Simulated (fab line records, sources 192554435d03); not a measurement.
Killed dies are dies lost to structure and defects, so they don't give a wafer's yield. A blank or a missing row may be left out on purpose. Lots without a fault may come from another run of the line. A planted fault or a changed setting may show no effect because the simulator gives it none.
A struck lot beside a sound one | flow n5_finfet | 14 steps out of a route of 1938
Sound: wafers L521.1, L521.2, L521.4. Struck: wafer L527.4. (L527.1, L527.6 of the same lot were not struck and are left out.) The cause comes at the end.
At each step with rows: each side's tool, then ch and its chambers, then its first start. Under that, the readings that differ: sound wafers | struck wafers | difference of the means | sigmas: that difference in standard deviations of wafers without a fault.
alike: readings whose means differ by less than 2 such deviations, and words and numbers that are the same on both sides. not compared: withheld readings, readings that some wafer has no value for, bounds like >300 that may hide the same value, and numbers for which the record gives no deviation and whose values overlap.
The two part at a step that has a row with sigmas, a row that says differs or no value, or rows on one side only. Numbers that don't overlap but have no deviation are shown without sigmas and don't part them. A reading that every wafer of one side lacks parts them only if that side has two wafers or more.

first, 4 steps without rows for these wafers: N5_HKMG_FIN_ALD_72 (deposits W, target thk 2 nm, pulse time 1 s, purge time 2 s); N5_HKMG_FIN_W_FILL_22 (material W, target thk 60 nm, time 18.2 s); N5_HKMG_FIN_PRECLEAN_83 (cleans in DIW, time 57.5 s); N5_HKMG_FIN_SRD_84 (dry time 32 s).
N5_HKMG_FIN_CMP_23: polishes, stops on SiNx, t overpolish 10 s, target thk 46.326 nm.
  sound on cmp-04 ch 0,1,2, day 5 05:29; struck on cmp-03 ch 2, day 6 18:11
  alike: motor_current_A, overpolish_run_s, time_to_endpoint_s
then, 1 step without rows for these wafers: N5_HKMG_FIN_CMP_94 (polishes, stops on SiNx, t overpolish 4.7 s, target thk 43.299 nm).
N5_HKMG_FIN_INSPECT_28: inspects for defects (darkfield).
  sound on defect_inspect-02, day 5 06:07; struck on defect_inspect-01, day 6 18:54
  alike: raw_defect_count
N5_GATE_CUT_ETCHBACK_00: etches W in SF6/Cl2.
  sound on rie_metal-03 ch 0,1, day 5 06:08; struck on rie_metal-03 ch 1, day 6 18:56
  alike: SF6_flow_sccm, drypump_motor_current_A, oes_product_au, throttle_valve_pct
  not compared: rf_hours_counter_h
N5_GATE_CUT_ETCH_56: etches TiN in Cl2/Ar, target depth 21.6 nm.
  sound on rie_metal-03 ch 0,1, day 5 06:16; struck on rie_metal-03 ch 1, day 6 19:03
  alike: drypump_motor_current_A, oes_product_au, throttle_valve_pct
  not compared: rf_hours_counter_h
N5_GATE_CUT_ETCHBACK_30: etches TiN in Cl2/Ar, target depth 3 nm.
  sound on rie_metal-03 ch 0,1, day 5 06:21; struck on rie_metal-03 ch 1, day 6 19:08
  alike: drypump_motor_current_A, oes_product_au, throttle_valve_pct
  not compared: rf_hours_counter_h
then, 1 step without rows for these wafers: N5_GATE_CUT_VAPOR_ETCH_60 (etches HfO2 in BCl3/Cl2).
N5_GATE_CUT_ETCH_58: etches SiNx in CH3F/O2, target depth 17 nm, time 128.6 s.
  sound on rie_diel-03 ch 0,1,2, day 5 06:33; struck on rie_diel-01 ch 2, day 6 19:14
  reading                              | sound            | struck | difference | sigmas
  oes_product_au (a.u.)                | 0.77 0.73 0.79   | 1.00   | +0.24      | +4
  model.etch.depth_nm (nm)             | 17.4 17.68 17.54 | 26.28  | +8.74      |
  model.SiNx_of_SDB_ALD_29.thk_nm (nm) | 24.4 24.6 24.6   | 23.2   | -1.3       |
  alike: drypump_motor_current_A, rf_vpp_V, showerhead_plenum_p_Torr, throttle_valve_pct
  not compared: rf_hours_counter_h
N5_GATE_CUT_STRIP_59: strips in N2/H2, time 20 s.
  sound on rie_diel-03 ch 0,1,2, day 5 06:39; struck on rie_diel-01 ch 2, day 6 19:20
  reading                         | sound          | struck | difference | sigmas
  showerhead_plenum_p_Torr (Torr) | 3.39 3.20 3.37 | 3.52   | +0.20      | +2
  alike: drypump_motor_current_A, n2_flow_sccm, oes_product_au, rf_vpp_V, throttle_valve_pct
  not compared: rf_hours_counter_h
-- the record jumps here: 9 days lie between the struck wafers' starts before and after (it left off in module GATE_CUT and takes up again in module PASSIVATION, whose first step shown is number 1936 of the route) --
N5_PASSIVATION_PROBE_49:
  sound on prober-02, day 14 13:34; struck on prober-01, day 15 19:23
  alike: killed_at_M0_to_M3, killed_at_M4_up, killed_at_contacts, killed_at_front_end, killed_at_other, killed_dies, killed_on_rim, killed_open, killed_short

WHERE THEY PART
First at N5_GATE_CUT_ETCH_58; last, within this record, at N5_GATE_CUT_STRIP_59. Later steps at which nothing parts them and some readings are alike: N5_PASSIVATION_PROBE_49.

WHY: what the simulator had put in
Process parameter drift: rie_diel-01, from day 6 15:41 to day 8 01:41, at N5_GATE_CUT_ETCH_58. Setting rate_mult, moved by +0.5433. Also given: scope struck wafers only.
